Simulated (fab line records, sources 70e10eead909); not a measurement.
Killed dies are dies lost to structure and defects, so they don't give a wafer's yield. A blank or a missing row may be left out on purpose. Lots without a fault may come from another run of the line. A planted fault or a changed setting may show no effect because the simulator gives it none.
A struck lot beside a sound one | flow nand_harc | 14 steps out of a route of 1302
Sound: wafers L758.1, L758.3, L758.4. Struck: wafers L749.2, L749.4, L749.5. The cause comes at the end.
At each step with rows: each side's tool, then ch and its chambers, then its first start. Under that, the readings that differ: sound wafers | struck wafers | difference of the means | sigmas: that difference in standard deviations of wafers without a fault.
alike: readings whose means differ by less than 2 such deviations, and words and numbers that are the same on both sides. not compared: withheld readings, readings that some wafer has no value for, bounds like >300 that may hide the same value, and numbers for which the record gives no deviation and whose values overlap.
The two part at a step that has a row with sigmas, a row that says differs or no value, or rows on one side only. Numbers that don't overlap but have no deviation are shown without sigmas and don't part them. A reading that every wafer of one side lacks parts them only if that side has two wafers or more.

first, 7 steps without rows for these wafers: NHARC_A_STAIRCASE_COAT_03; NHARC_A_STAIRCASE_SOFTBAKE_04 (time 170 s); NHARC_A_STAIRCASE_EBR_05; NHARC_A_STAIRCASE_EXPOSE_06 (exposes mask STAIR); NHARC_A_STAIRCASE_PEB_07 (peb time 130 s); NHARC_A_STAIRCASE_DEVELOP_08 (time 140 s); NHARC_A_STAIRCASE_HARDBAKE_10 (time 140 s).
NHARC_A_STAIRCASE_DESCUM_11: chemistry O2, time 3 s.
  sound on rie_diel-04 ch 1,2,3, day 22 15:26; struck on rie_diel-12 ch 0,1,2, day 18 11:22
  alike: drypump_motor_current_A, oes_product_au, rf_vpp_V, showerhead_plenum_p_Torr, throttle_valve_pct
  not compared: rf_hours_counter_h
NHARC_A_STAIRCASE_TRIM_12: chemistry O2, time 211.2 s.
  sound on rie_diel-04 ch 1,2,3, day 22 15:32; struck on rie_diel-12 ch 0,2, day 18 11:27
  reading                     | sound       | struck      | difference | sigmas
  drypump_motor_current_A (A) | 6.6 6.0 6.2 | 5.4 5.0 5.4 | -1.0       | -2
  alike: oes_product_au, rf_vpp_V, showerhead_plenum_p_Torr, throttle_valve_pct
  not compared: rf_hours_counter_h
NHARC_A_STAIRCASE_ETCH_13: etches the open film in C4F8/O2, target depth 100 nm, time 40.5 s.
  sound on rie_diel-04 ch 0,1,2; struck on rie_diel-12 ch 1,3
  alike: bias_w, chamber_pressure_mTorr, oes_product_au, rf_vpp_V
  not compared: rf_hours_counter_h
NHARC_A_STAIRCASE_TRIM_14: chemistry O2, time 211.2 s.
  sound on rie_diel-04 ch 1,2,3; struck on rie_diel-12 ch 0,1
  reading                     | sound       | struck      | difference | sigmas
  drypump_motor_current_A (A) | 6.2 6.0 6.6 | 5.0 5.5 5.0 | -1.1       | -2
  alike: oes_product_au, rf_vpp_V, showerhead_plenum_p_Torr, throttle_valve_pct
  not compared: rf_hours_counter_h
NHARC_A_STAIRCASE_ETCH_15: etches the open film in C4F8/O2, target depth 100 nm, time 40.5 s.
  sound on rie_diel-04 ch 0,2,3, day 22 15:56; struck on rie_diel-12 ch 2,3, day 18 11:50
  no value came back on the struck wafers for any of 5 readings (bias_w (W), chamber_pressure_mTorr (mTorr) and others); on the sound wafers bias_w (W) reads 995.6 999.7 1000.0
NHARC_A_STAIRCASE_TRIM_16: chemistry O2, time 211.2 s.
  sound on rie_diel-04 ch 0,2,3; struck on rie_diel-12 ch 1,2,3
  alike: drypump_motor_current_A, oes_product_au, rf_vpp_V, showerhead_plenum_p_Torr, throttle_valve_pct
  not compared: rf_hours_counter_h
-- the record jumps here: 9 days lie between the struck wafers' starts before and after (it left off in module A_STAIRCASE and takes up again in module END, whose first step shown is number 1302 of the route) --
NHARC_END_SORT_01:
  sound on prober-02 ch 0, day 31 03:28; struck on prober-02 ch 0, day 27 20:56
  reading         | sound    | struck                                                               | difference                   | sigmas
  hold            | - - -    | await_dispo/1.9h/scrap await_dispo/1.9h/scrap await_dispo/1.9h/scrap | no value on the sound wafers |
  killed_at_array | 89 67 72 | 671 672 669                                                          | +595                         | +40
  killed_dies     | 90 72 76 | 677 677 677                                                          | +598                         | +40
  alike: killed_at_other, killed_at_periphery, killed_open, killed_short

WHERE THEY PART
First at NHARC_A_STAIRCASE_TRIM_12; last, within this record, at NHARC_END_SORT_01.

WHY: what the simulator had put in
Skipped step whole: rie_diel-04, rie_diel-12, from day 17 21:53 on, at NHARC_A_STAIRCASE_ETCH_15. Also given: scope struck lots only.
